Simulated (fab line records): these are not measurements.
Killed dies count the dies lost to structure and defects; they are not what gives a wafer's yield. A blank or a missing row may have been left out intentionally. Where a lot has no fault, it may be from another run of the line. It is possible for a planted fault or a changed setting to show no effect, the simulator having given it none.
fab line records ; flow nandHarc
[record] lots = 6; wafers = 18; lastDay = 34
route steps=1302 shown A_CONTACT@1051 END@1302
lots with no fault: from the same line, run without faults
startH: the number of hours between the record's first day and the start of the first shown wafer of the lot ; waitH: hours since the lot's step before ; " as in the row above ; L1.1+2: one row covering several wafers at once ; - value missing, or start not given ; * or withheld: withheld ; < > ~ a bound
route shown NAME@n: NAME is a module with steps in the file, n the number in the route of the first one ; usual: mean/standard deviation of fault-free wafers ; same: alike in all rows ; chamber/n: place in a boat ; sites: per-site readings ; _std_site: standard deviation of those values ; _edge_site: inner sites' mean taken away from outer sites' mean ; radiusMm: for every site, how far away it sits from the centre of the wafer ; mask NAME#n: copy n ; behind: the last tool/chamber to shape the wafer ; hold: why the lot was held/for how many hours/how that ended ; device: whichever transistor did not switch (one of n, p or np) ; end of line: the tests these same wafers got at the end of their route ; a step with no rows: only its recipe ; killed: dies lost to structure and defects at the first sort, not the wafer's yield ; map: a wafer's dies, marking killed ones x, the rest . and places with no die _
set.NAME: the run value of the setting; set.NAME@STEP: its run value at that earlier step ; model.NAME: the simulator's own value behind a step, which no gauge read
certain route steps with their lots: each step a table, each wafer a row
services: from which hour (startH, from the record's first day; less than 0 if before it) a tool's chamber was out of use, for how many hours, and why
[[steps]]
[step NHARC_A_CONTACT_ETCH_128]
[recipe] sourceW = withheld; pressureMtorr = 20; biasV = 3000; timeS = 197; targetDepthA = 19180; arFlowSccm = withheld; c4f8FlowSccm = withheld; o2FlowSccm = withheld; chemistry = C4F8/O2/Ar
[usual] runLengthS = 197/0
lot.wafer;tool;chamber;startH;waitH;rfHoursCounterH;runLengthS
L321.4;harCapEtch-03;0;520.07;0.1;-;197
L321.5;harCapEtch-03;1;520.07;0.1;-;197
L321.6;harCapEtch-03;0;520.07;0.1;-;197
L325.3;harCapEtch-01;0;550.58;0.1;-;197
L325.6;harCapEtch-01;1;550.58;0.1;-;197
L325.5;harCapEtch-01;0;550.58;0.1;-;197
L333.4;harCapEtch-02;0;657.52;0.1;-;197
L333.6;harCapEtch-02;0;657.52;0.1;-;197
L333.5;harCapEtch-02;1;657.52;0.1;-;197
L335.2;harCapEtch-02;0;662.15;0.1;112;197
L335.5;harCapEtch-02;0;662.15;0.1;-;197
L335.6;harCapEtch-02;1;662.15;0.1;-;197
L338.2;harCapEtch-01;1;729.10;0.1;37;197
L338.6;harCapEtch-01;0;729.10;0.1;-;197
L338.5;harCapEtch-01;1;729.10;0.1;-;197
L341.1;harCapEtch-03;1;741.09;0.1;85;197
L341.2;harCapEtch-03;0;741.09;0.1;85;197
L341.5;harCapEtch-03;1;741.09;0.1;-;197
[step NHARC_A_CONTACT_ETCH_129]
[recipe] sourceW = withheld; pressureMtorr = 20; biasV = 3000; timeS = 197; targetDepthA = 19180; arFlowSccm = withheld; c4f8FlowSccm = withheld; o2FlowSccm = withheld; chemistry = C4F8/O2/Ar
[usual] runLengthS = 197/0
lot.wafer;tool;chamber;startH;waitH;rfHoursCounterH;runLengthS
L321.4;harCapEtch-03;0;520.24;0.1;-;197
L321.5;harCapEtch-03;1;520.24;0.1;-;197
L321.6;harCapEtch-03;0;520.24;0.1;-;197
L325.3;harCapEtch-01;0;550.76;0.1;-;197
L325.6;harCapEtch-01;1;550.76;0.1;-;197
L325.5;harCapEtch-01;0;550.76;0.1;-;197
L333.4;harCapEtch-02;0;657.69;0.1;-;197
L333.6;harCapEtch-02;0;657.69;0.1;-;197
L333.5;harCapEtch-02;1;657.69;0.1;-;197
L335.2;harCapEtch-02;0;662.33;0.1;112;197
L335.5;harCapEtch-02;0;662.33;0.1;-;197
L335.6;harCapEtch-02;1;662.33;0.1;-;197
L338.2;harCapEtch-01;1;729.27;0.1;37;197
L338.6;harCapEtch-01;0;729.27;0.1;-;197
L338.5;harCapEtch-01;1;729.27;0.1;-;197
L341.1;harCapEtch-03;1;741.26;0.1;85;197
L341.2;harCapEtch-03;0;741.26;0.1;85;197
L341.5;harCapEtch-03;1;741.26;0.1;-;197
[step NHARC_A_CONTACT_ETCH_130]
[recipe] sourceW = withheld; pressureMtorr = 20; biasV = 3000; timeS = 197; targetDepthA = 19180; arFlowSccm = withheld; c4f8FlowSccm = withheld; o2FlowSccm = withheld; chemistry = C4F8/O2/Ar
[step NHARC_A_CONTACT_ETCH_131]
[recipe] sourceW = withheld; pressureMtorr = 20; biasV = 3000; timeS = 197; targetDepthA = 19180; arFlowSccm = withheld; c4f8FlowSccm = withheld; o2FlowSccm = withheld; chemistry = C4F8/O2/Ar
[step NHARC_A_CONTACT_ETCH_132]
[recipe] sourceW = withheld; pressureMtorr = 20; biasV = 3000; timeS = 197; targetDepthA = 19240; arFlowSccm = withheld; c4f8FlowSccm = withheld; o2FlowSccm = withheld; chemistry = C4F8/O2/Ar
[usual] runLengthS = 197/0
lot.wafer;tool;chamber;startH;waitH;rfHoursCounterH;runLengthS
L321.4;harCapEtch-03;0;520.78;0.1;-;197
L321.5;harCapEtch-03;1;520.78;0.1;-;197
L321.6;harCapEtch-03;0;520.78;0.1;-;197
L325.3;harCapEtch-01;0;551.29;0.1;-;197
L325.6;harCapEtch-01;1;551.29;0.1;-;197
L325.5;harCapEtch-01;0;551.29;0.1;-;197
L333.4;harCapEtch-02;0;658.22;0.1;-;197
L333.6;harCapEtch-02;0;658.22;0.1;-;197
L333.5;harCapEtch-02;1;658.22;0.1;-;197
L335.2;harCapEtch-02;0;662.86;0.1;112;197
L335.5;harCapEtch-02;0;662.86;0.1;-;197
L335.6;harCapEtch-02;1;662.86;0.1;-;197
L338.2;harCapEtch-01;1;729.80;0.1;38;197
L338.6;harCapEtch-01;0;729.80;0.1;-;197
L338.5;harCapEtch-01;1;729.80;0.1;-;197
L341.1;harCapEtch-03;1;741.80;0.1;86;197
L341.2;harCapEtch-03;0;741.80;0.1;86;197
L341.5;harCapEtch-03;1;741.80;0.1;-;197
[step NHARC_A_CONTACT_ETCH_133]
[recipe] sourceW = withheld; pressureMtorr = 20; biasV = 400; timeS = 374; targetDepthA = 16100; arFlowSccm = withheld; c4f8FlowSccm = 11.5; o2FlowSccm = 7.2; chemistry = C4F8/O2/Ar
[usual] runLengthS = 405.3/0.38
lot.wafer;tool;chamber;startH;waitH;rfHoursCounterH;runLengthS
L321.4;harCapEtch-03;0;521.08;0.3;-;404.9
L321.5;harCapEtch-03;1;521.08;0.3;-;405.3
L321.6;harCapEtch-03;0;521.08;0.3;-;404.8
L325.3;harCapEtch-01;0;551.59;0.3;-;405.8
L325.6;harCapEtch-01;1;551.59;0.3;-;405.0
L325.5;harCapEtch-01;0;551.59;0.3;-;405.6
L333.4;harCapEtch-02;0;658.48;0.2;-;405.1
L333.6;harCapEtch-02;0;658.48;0.2;-;405.1
L333.5;harCapEtch-02;1;658.48;0.2;-;405.6
L335.2;harCapEtch-02;0;663.03;0.1;112;404.9
L335.5;harCapEtch-02;0;663.03;0.1;-;404.7
L335.6;harCapEtch-02;1;663.03;0.1;-;405.7
L338.2;harCapEtch-01;1;730.02;0.2;38;405.6
L338.6;harCapEtch-01;0;730.02;0.2;-;405.5
L338.5;harCapEtch-01;1;730.02;0.2;-;405.0
L341.1;harCapEtch-03;1;741.98;0.1;86;405.3
L341.2;harCapEtch-03;0;741.98;0.1;86;405.1
L341.5;harCapEtch-03;1;741.98;0.1;-;405.6
[step NHARC_A_CONTACT_ETCH_91]
[recipe] targetDepthA = 400; overEtchFrac = 0.5; timeS = 85.7; ionEnergyEv = 120; ch3fFlowSccm = 50; o2FlowSccm = 30; arFlowSccm = 200; rfW = 500; biasW = 100; chemistry = CH3F/O2
[usual] drypumpMotorCurrentA = 5.77/0.23; oesProductAu = 0.934/0.02; rfFwdPowerW = 495.8/1.6; rfVppV = 244.3/1.9; runLengthS = 107.1/0.51; showerheadPlenumPTorr = 2.47/0.13; throttleValvePct = 20.663/0.0091
lot.wafer;tool;chamber;startH;waitH;drypumpMotorCurrentA;oesProductAu;rfFwdPowerW;rfHoursCounterH;rfVppV;runLengthS;showerheadPlenumPTorr;throttleValvePct
L321.4;rieDiel-04;0;521.70;0.5;5.82;0.922;493.7;26;241.4;107.6;2.28;20.657
L321.6;rieDiel-04;1;521.70;0.5;5.47;0.937;495.4;-;242.8;106.4;2.38;20.666
L321.5;rieDiel-04;2;521.70;0.5;6.03;0.913;491.8;-;245.1;107.2;2.54;20.675
L325.3;rieDiel-04;3;552.19;0.5;5.72;0.928;495.4;3;246.6;107.0;2.60;20.655
L325.6;rieDiel-04;1;552.19;0.5;5.41;0.937;497.3;-;243.4;106.6;2.38;20.653
L325.5;rieDiel-04;2;552.19;0.5;6.01;0.927;495.4;-;245.1;107.1;2.54;20.676
L333.4;rieDiel-04;3;659.17;0.6;5.70;0.927;495.2;22;245.6;106.7;2.59;20.666
L333.5;rieDiel-04;0;659.17;0.6;5.74;0.923;498.6;-;241.6;108.4;2.27;20.665
L333.6;rieDiel-04;1;659.17;0.6;5.43;0.936;493.0;-;243.0;107.1;2.37;20.655
L335.2;rieDiel-05;0;663.85;0.7;5.65;0.933;497.6;15;246.7;106.7;2.63;20.655
L335.5;rieDiel-05;2;663.85;0.7;5.79;0.918;494.9;-;244.0;106.3;2.37;20.658
L335.6;rieDiel-05;3;663.85;0.7;5.99;0.939;495.1;-;243.6;107.0;2.41;20.655
L338.2;rieDiel-05;3;730.76;0.7;6.01;0.939;494.1;35;243.9;107.1;2.40;20.672
L338.5;rieDiel-05;2;730.76;0.7;5.78;0.934;493.7;-;241.7;106.4;2.36;20.651
L338.6;rieDiel-05;3;730.76;0.7;6.00;0.945;496.1;-;243.4;107.5;2.40;20.661
L341.2;rieDiel-04;2;742.77;0.6;5.99;0.922;497.1;9;245.5;107.7;2.53;20.649
L341.1;rieDiel-04;0;742.77;0.6;5.82;0.932;496.8;7;247.1;107.6;2.66;20.664
L341.5;rieDiel-04;2;742.77;0.6;5.97;0.928;496.4;-;243.4;107.2;2.53;20.669
[step NHARC_A_CONTACT_ETCH_97]
[recipe] targetDepthA = 200; overEtchFrac = 0.5; timeS = 10; ionEnergyEv = 250; c4f6FlowSccm = 25; o2FlowSccm = 20; arFlowSccm = 500; rfW = 600; biasW = 500; chemistry = C4F6/O2
[step NHARC_A_CONTACT_CD_MEAS_80]
[usual] cdNm = 289.7/0.88
lot.wafer;tool;chamber;startH;waitH;cdNm
L321.4;cdSem-01;-;521.88;-;288.2
L321.5;cdSem-01;-;521.88;-;287.6
L321.6;cdSem-01;-;521.88;-;288.5
L325.3;cdSem-01;-;552.38;-;288.5
L325.5;cdSem-01;-;552.38;-;288.8
L325.6;cdSem-01;-;552.38;-;289.3
L333.4;cdSem-01;-;659.35;-;288.2
L333.5;cdSem-01;-;659.35;-;288.4
L333.6;cdSem-01;-;659.35;-;288.3
L335.2;cdSem-03;-;664.04;-;290.1
L335.5;cdSem-03;-;664.04;-;290.0
L335.6;cdSem-03;-;664.04;-;290.0
L338.2;cdSem-02;-;730.96;-;289.9
L338.5;cdSem-02;-;730.96;-;289.9
L338.6;cdSem-02;-;730.96;-;290.0
L341.1;cdSem-03;-;743.02;-;289.7
L341.2;cdSem-03;-;743.02;-;289.3
L341.5;cdSem-03;-;743.02;-;289.1
[step NHARC_A_CONTACT_STRIP_103]
[recipe] n2FlowSccm = 150; h2FlowSccm = 150; arFlowSccm = 0; biasW = 0; chemistry = N2/H2
[step NHARC_A_CONTACT_STRIP_104]
[recipe] cf4FlowSccm = 100; chf3FlowSccm = 30; arFlowSccm = 0; biasW = 0; chemistry = CF4/CHF3
[step NHARC_A_CONTACT_STRIP_105]
[recipe] o2FlowSccm = 400; cosFlowSccm = 20; arFlowSccm = 0; biasW = 0; chemistry = O2/COS
[step NHARC_A_CONTACT_ETCH_106]
[recipe] targetDepthA = 900; overetchA = 90; timeS = 49.5; ionEnergyEv = 100; cf4FlowSccm = 80; o2FlowSccm = 20; arFlowSccm = 0; rfW = 300; biasW = 100; chemistry = CF4/O2
[usual] cf4FlowSccm = 80.00/0.23; drypumpMotorCurrentA = 5.78/0.25; oesProductAu = 1.002/0.0092; rfFwdPowerW = 296.2/1.1; rfVppV = 198.0/1.7; runLengthS = 70.8/0.51; showerheadPlenumPTorr = 1.34/0.07; throttleValvePct = 13.397/0.0094
lot.wafer;tool;chamber;startH;waitH;cf4FlowSccm;drypumpMotorCurrentA;oesProductAu;rfFwdPowerW;rfHoursCounterH;rfVppV;runLengthS;showerheadPlenumPTorr;throttleValvePct
L321.4;rieDiel-04;2;522.18;0.1;79.67;6.04;0.989;296.4;25;199.3;71.4;1.38;13.410
L321.5;rieDiel-04;3;522.18;0.1;79.55;5.71;1.003;295.8;-;199.5;70.6;1.41;13.391
L321.6;rieDiel-04;0;522.18;0.1;80.08;5.77;0.986;296.3;-;194.2;71.8;1.24;13.410
L325.3;rieDiel-05;3;552.67;0.1;79.95;5.99;1.011;296.8;50;197.3;70.8;1.31;13.397
L325.6;rieDiel-05;3;552.67;0.1;79.99;5.98;1.006;296.7;-;197.4;70.9;1.31;13.411
L325.5;rieDiel-05;0;552.67;0.1;80.02;5.59;1.022;298.1;-;199.0;70.5;1.44;13.408
L333.4;rieDiel-04;2;659.65;0.1;80.00;6.01;1.008;297.1;21;199.5;71.3;1.38;13.381
L333.6;rieDiel-04;3;659.65;0.1;79.82;5.69;1.004;294.5;-;199.8;70.3;1.41;13.395
L333.5;rieDiel-04;0;659.65;0.1;79.97;5.80;0.996;-;-;195.6;64.8;1.23;13.394
L335.2;rieDiel-04;0;664.35;0.1;80.18;5.78;1.000;-;22;195.1;65.1;1.23;13.391
L335.6;rieDiel-04;1;664.35;0.1;80.14;5.51;1.010;296.7;-;197.7;70.3;1.29;13.394
L335.5;rieDiel-04;2;664.35;0.1;79.90;5.98;1.010;296.7;-;198.4;71.0;1.38;13.393
L338.2;rieDiel-05;0;731.32;0.1;80.06;5.63;1.014;296.7;32;199.7;70.6;1.43;13.397
L338.6;rieDiel-05;3;731.32;0.1;80.32;6.02;1.020;296.7;-;197.2;70.6;1.30;13.398
L338.5;rieDiel-05;0;731.32;0.1;80.11;5.63;1.017;296.9;-;199.1;70.2;1.43;13.402
L341.2;rieDiel-04;3;743.35;0.1;79.81;5.71;0.990;295.7;8;198.9;70.3;1.41;13.404
L341.1;rieDiel-04;2;743.35;0.1;79.81;5.99;0.994;295.9;9;199.1;71.5;1.37;13.406
L341.5;rieDiel-04;2;743.35;0.1;80.26;6.02;0.993;296.6;-;197.9;70.8;1.37;13.385
[step NHARC_A_CONTACT_STRIP_82]
[recipe] o2FlowSccm = 500; arFlowSccm = 0; biasW = 0; chemistry = O2
[step NHARC_END_SORT_01]
[recipe] tempC = 25
[usual] killedAtArray = 49/19; killedAtOther = 0.9/1.1; killedAtPeriphery = 4.0/2.7; killedDies = 54/19; killedOpen = 3.3/1.8; killedShort = 2.6/1.6
[same] grossDies = 677
lot.wafer;tool;chamber;startH;waitH;killedAtArray;killedAtOther;killedAtPeriphery;killedDies;killedOpen;killedShort
L333.5;prober-02;0;725.75;3.7;670;0;4;674;2;4
L335.2;prober-02;0;731.12;2.8;664;0;8;672;5;5
// killed by level:class
L333.5 A_CONTACT:areaEtch=646 A_CHANNEL_HOLE_D1:chamberFilmFlake=11 A_SLIT:chamberFilmFlake=4 A_CONTACT:chamberFilmFlake=3 A_CHANNEL_HOLE_D2:chamberFilmFlake=2 P_GATE:geometricParticle:short=1 P_M0:geometricParticle:short=1 A_ONON_D1:geometricParticle:open=1
L335.2 A_CONTACT:areaEtch=620 A_CHANNEL_HOLE_D1:chamberFilmFlake=17 A_STAIRCASE:chamberFilmFlake=8 P_GATE:chamberFilmFlake=4 A_SLIT:chamberFilmFlake=4 A_CHANNEL_HOLE_D2:geometricParticle:open=3 P_BONDPAD:chamberFilmFlake=3 A_DECK1_JOINT:chamberFilmFlake=2
// map L333.5 (x killed, . not)
____________x____________
_________xxxxxxx_________
_______xxxxxxxxxxx_______
______xxxxxxxxxxxxx______
_____xxxxxxxxxxxxxxx_____
____xxxxxxxxxxxxxxxxx____
____xxxxxxxxxxxxxxxxx____
___xxxxxxxxxx.xxxxxxxx___
___xxxxxxxxxxxxxxxxxxx___
__xxxxxxxxxxxxxxxxxxxxx__
__xxxxxxxxxxxxxxxxxxxxx__
_xxxxxxxxxxxxxxxxxxxxxxx_
_.xxxxxxxxxxxxxxxxxxxxxx_
_xxxxxxxxxxxxxxxxxxxxxxx_
_xxxxxxxxxxxxxxxxxxxxxxx_
_xxxxxxxxxxxxxxxxxxxxxxx_
xxxxxxxxxxxxxxxxxxxxxxxxx
xxxxxxxxxxxxxxxxxxxxxxxxx
xxxxxxxxxxxxxxxxxxxxxxxxx
xxxxxxxxxxxxxxxxxxxxxxxxx
xxxxxxxxxxxxxxxxxxxxxxxxx
_xxxxxxxxxxxxxxxxxxxxxxx_
_xxxxxxxxxxxxxxxxxxxxxxx_
_xxxxxxxxxxxxxxxxxxxxxxx_
_xxxxxxxxxxxxxxxxxxxxxxx_
_xxxxxxxxxxxxxxxxxxxxxxx_
__xxxxxxxxxxxxxxxxxxxxx__
__xxxxxxxxxxxxxxxxxxxxx__
___xxxxxxxxxxxxxxxxxxx___
___xxxxxxxxxxxxxxxxxxx___
____xxxxxxxxxxxxxxxxx____
____xxxxxxxxxxxxxxxxx____
_____xxxxxxxxxxxxxxx_____
______xxxxxxxxxxxxx______
_______xxx.xxxxxxx_______
_________xxxxxxx_________
____________x____________
// map L335.2 (x killed, . not)
____________x____________
_________xxxxxxx_________
_______xxxxxxxxxxx_______
______xxxxxxxxxxxxx______
_____xxxxxxxxxxxxxxx_____
____xxxxxxxxxxxxxxxxx____
____xxxxxxxxxxxxxxxxx____
___xxxxxxxxxxxxxxxxxxx___
___xxxxxxxxxxxxxxxxxxx___
__xxxxxxxxxxxxxxxxxxxxx__
__xxxxxxxxxxxxxxxxxxxxx__
_xxxxxxxxxxxxxxxxxxxxxxx_
_xxxxxxxxxxxxxxxxxxxxxxx_
_xxxxxxxxxxxxxxxxxxxxxxx_
_xxxxxxxxxxxxxxxxxxxxxxx_
_xxxxxxxxxxxxxxxxxxxxxxx_
.xxxxxxxxxxxxxxxxxxxxxxxx
xxxxxxxxxxxxxxxxxxxxxxxxx
xxxxxxxxxxxxxxxxxxxxxxxxx
xxxxxxxxxxxxxxxxxxxxxxxxx
xxxxxxxxxxxxxxxxxxxxxxxxx
_.xxxxxxxxxxxxxxxxxxxxxx_
_.xxxxxxxxxxxxxxxxxxxxxx_
_xxxxxxxxxxxxxxxxxxxxxxx_
_xxxxxxxxxxxxxxxxxxxxxxx_
_xxxxxxxxxxxxxxxxxxxxxxx_
__xxxxxxxxxxxxxxxxxxxxx__
__xxxxxxxxxxxxxxxxxxxxx__
___xxxxxxxxxxxxxxxxxxx___
___xxxxxxxxxxxxxxxxxxx___
____xxxxxxxxxxxxxxxxx____
____xxxxxxxxxxxxxxxx.____
_____xxxxxxxxxxxxxxx_____
______xxxxxxxxxxxxx______
_______xxxxxxxxx.x_______
_________xxxxxxx_________
____________x____________
[[services]]
tool;chamber;startH;hours;kind
harCapEtch-01;-;498.38;17.0;pm
harCapEtch-01;0;498.38;17.0;ventCycle
harCapEtch-01;1;498.38;17.0;ventCycle
rieDiel-04;0;511.36;-;clean
rieDiel-04;1;511.36;-;clean
rieDiel-04;2;511.36;-;clean
rieDiel-04;3;511.36;-;clean
harCapEtch-01;0;515.38;-;clean
harCapEtch-01;1;515.38;-;clean
rieDiel-04;-;531.91;9.0;pm
rieDiel-04;0;531.91;9.0;ventCycle
rieDiel-04;1;531.91;9.0;ventCycle
rieDiel-04;2;531.91;9.0;ventCycle
rieDiel-04;3;531.91;9.0;ventCycle
rieDiel-04;0;540.91;-;clean
rieDiel-04;1;540.91;-;clean
rieDiel-05;-;583.25;28.3;repair
rieDiel-04;-;616.43;2.0;repair
rieDiel-05;0;628.17;1.2;repair
rieDiel-04;2;639.55;1.3;repair
rieDiel-04;2;682.78;1.9;repair
rieDiel-05;1;683.33;7.7;repair
rieDiel-04;-;708.91;9.0;pm
rieDiel-04;1;734.00;10.8;repair
[[key]]
[firstSign] step = NHARC_A_CONTACT_ETCH_106; reading = runLengthS; direction = down; sigmas = 11; usual = *; struck = *
[effect] step = NHARC_END_SORT_01; reading = killedDies; direction = up; sigmas = 33; usual = 54; struck = 673
[moreKillsBornAt] NHARC_A_CONTACT_ETCH_106@rieDiel-04 = 1266
metAt NHARC_A_CONTACT_ETCH_106
struckWafers L333.5,L335.2
laterRowsLeftOut L333.5,L335.2
testerLeftOut L333,L335
onsetBetween 522.18 659.65
[fault] kind = processParameterDrift; tool = rieDiel-04; chamber = 0; onsetH = 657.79; steps = NHARC_A_CONTACT_ETCH_106; channel = timeS; offset = *; shape = step; endH = 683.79; actsIn = *; stated = *
// testerLeftOut: of these lots the tester's yield and bins aren't shown, on N5 and GAA mostly nor the transistor test; their killed dies are dies lost to structure and defects alone, not to doping, threshold or leakage, so they don't give the yield
// laterRowsLeftOut: the simulator's readings of these wafers behind a module that went badly wrong aren't trusted and aren't shown, but for the sort
